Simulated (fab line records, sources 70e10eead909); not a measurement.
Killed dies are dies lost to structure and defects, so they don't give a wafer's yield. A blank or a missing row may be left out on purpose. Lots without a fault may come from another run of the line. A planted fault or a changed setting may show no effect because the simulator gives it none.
Chamber matching | flow nand_harc | NHARC_A_M0_STRIP_18 on rie_diel-03: 4 sister chambers
The step strips in N2/H2. 8 wafers are shown with their chamber, then 11 later ones without.

WAFERS WITH THEIR CHAMBER
wafer  | chamber | n2_flow_sccm (sccm) | rf_fwd_power_W (W)
L083.1 | 1       | 150.1               | 996
L083.4 | 3       | 150.3               | 1000
L083.6 | 2       | 150.6               | 997
L084.6 | 1       | 149.4               | 995
L086.3 | 3       | 150.1               | 998
L086.4 | 0       | 150.2               | 999
L086.6 | 0       | 150.9               | 995
L092.4 | 2       | 149.5               | 998

WAFERS WITHOUT THEIR CHAMBER
wafer  | n2_flow_sccm (sccm) | rf_fwd_power_W (W)
L092.5 | 149.5               | 996
L092.6 | 149.7               | 998
L093.4 | 149.9               | 1003
L093.5 | 150.3               | 1003
L093.6 | 150.0               | 1002
L095.1 | 150.6               | 997
L095.2 | 149.6               | 994
L095.6 | 150.5               | 1001
L097.1 | 149.9               | 1002
L097.2 | 150.4               | 991
L097.5 | 149.8               | 999

WHICH CHAMBER EACH WENT THROUGH
wafer  | from the rows above               | in truth
L092.5 | can't be placed: 1 or 2 or 0 or 3 | 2
L092.6 | can't be placed: 2 or 3 or 1 or 0 | 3
L093.4 | can't be placed: 3 or 2 or 0      | 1
L093.5 | can't be placed: 3 or 2 or 0      | 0
L093.6 | can't be placed: 3 or 2 or 0      | 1
L095.1 | can't be placed: 0 or 2 or 3 or 1 | 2
L095.2 | can't be placed: 1 or 2 or 0      | 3
L095.6 | can't be placed: 3 or 2 or 0      | 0
L097.1 | can't be placed: 3 or 2 or 0      | 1
L097.2 | can't be placed: 1 or 0 or 2 or 3 | 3
L097.5 | can't be placed: 3 or 2 or 0 or 1 | 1
Placed correctly: 0 of 11. Can't be placed from these rows: 11 (the true chamber is among the candidates in 7). Placed wrongly: 0.
How it was worked out, from the rows above alone: a wafer's distance from a chamber is the root of the sum, over the readings, of the square of ((its reading less the chamber's mean) divided by the reading's scatter). The wafer belongs to the nearest chamber; if the next one is less than 2 further off, it can't be placed. A chamber's mean is the mean of its shown wafers. The scatter: the root of (the sum of the squares of (reading less its chamber's mean) over the shown wafers, divided by (wafers less chambers)).
